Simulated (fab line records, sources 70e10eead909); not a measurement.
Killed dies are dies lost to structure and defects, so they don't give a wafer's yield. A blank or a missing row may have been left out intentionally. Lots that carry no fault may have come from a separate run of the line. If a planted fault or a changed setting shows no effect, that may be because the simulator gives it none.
Chamber matching ; flow nandHarc ; 3 sister chambers for NHARC_P_BONDPAD_DEP_00 on pecvd-03
The step deposits SiCN, target thk 250 nm. 6 wafers are shown with their chamber, then 10 later ones without.

== WAFERS, EACH WITH ITS CHAMBER ==
wafer;chamber;heaterPowerW (W)
L086.6;2;627
L087.2;1;629
L087.4;0;429
L087.5;2;615
L088.2;1;590
L088.3;0;380

== WAFERS MISSING THEIR CHAMBER ==
wafer;heaterPowerW (W)
L088.5;635
L089.3;652
L089.4;370
L089.5;662
L093.3;455
L093.5;460
L093.6;537
L096.1;668
L096.5;674
L096.6;644

== WHICH CHAMBER EACH WENT THROUGH ==
wafer;from the rows above;in truth
L088.5;can't be placed: 2 or 1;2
L089.3;can't be placed: 2 or 1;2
L089.4;0;0
L089.5;can't be placed: 2 or 1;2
L093.3;0;0
L093.5;0;0
L093.6;can't be placed: 1 or 2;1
L096.1;can't be placed: 2 or 1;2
L096.5;can't be placed: 2 or 1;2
L096.6;can't be placed: 2 or 1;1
Correctly placed: 3 of 10. These rows do not allow placing 7 (true chamber among the candidates in 7). Number placed wrongly: 0.
How it was worked out, from the rows above alone: a wafer's distance from a chamber is the root of the sum, over the readings, of the square of ((its reading less the chamber's mean) divided by the reading's scatter). The wafer belongs to the nearest chamber; if the next one is less than 2 further off, it can't be placed. For every chamber, the mean is computed from those of its wafers that are shown. The scatter is the square root of a quotient: the sum, over the shown wafers, of each reading's squared deviation from its chamber's mean, divided by wafers minus chambers.
